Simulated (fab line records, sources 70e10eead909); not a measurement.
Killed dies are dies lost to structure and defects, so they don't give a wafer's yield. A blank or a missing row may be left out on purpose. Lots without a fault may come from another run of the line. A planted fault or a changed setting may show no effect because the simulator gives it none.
Chamber matching | flow nand_harc | NHARC_A_BONDPAD_ETCH_34 on rie_diel-13: 4 sister chambers
The step etches the open film in N2/H2, target depth 60 nm, overetch 18 nm, time 65.91 s. 8 wafers are shown with their chamber, then 8 later ones without.

WAFERS WITH THEIR CHAMBER
wafer  | chamber | drypump_motor_current_A (A) | rf_vpp_V (V)
L152.2 | 1       | 5.15                        | 426.7
L155.2 | 0       | 5.62                        | 430.4
L155.4 | 2       | 5.67                        | 430.4
L155.5 | 3       | 5.77                        | 431.1
L159.1 | 1       | 5.15                        | 429.8
L159.2 | 3       | 5.77                        | 430.8
L159.4 | 0       | 5.60                        | 429.6
L166.1 | 2       | 5.69                        | 429.2

WAFERS WITHOUT THEIR CHAMBER
wafer  | drypump_motor_current_A (A) | rf_vpp_V (V)
L166.3 | 5.15                        | 428.3
L166.4 | 5.64                        | 431.2
L169.3 | 5.63                        | 430.8
L169.5 | 5.13                        | 428.8
L169.6 | 5.68                        | 430.8
L171.1 | 5.16                        | 427.9
L171.2 | 5.63                        | 430.7
L171.4 | 5.13                        | 428.5

WHICH CHAMBER EACH WENT THROUGH
wafer  | from the rows above     | in truth
L166.3 | 1                       | 1
L166.4 | can't be placed: 0 or 2 | 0
L169.3 | 0                       | 0
L169.5 | 1                       | 1
L169.6 | 2                       | 2
L171.1 | 1                       | 1
L171.2 | 0                       | 0
L171.4 | 1                       | 1
Placed correctly: 7 of 8. Can't be placed from these rows: 1 (the true chamber is among the candidates in 1). Placed wrongly: 0.
How it was worked out, from the rows above alone: a wafer's distance from a chamber is the root of the sum, over the readings, of the square of ((its reading less the chamber's mean) divided by the reading's scatter). The wafer belongs to the nearest chamber; if the next one is less than 2 further off, it can't be placed. A chamber's mean is the mean of its shown wafers. The scatter: the root of (the sum of the squares of (reading less its chamber's mean) over the shown wafers, divided by (wafers less chambers)).
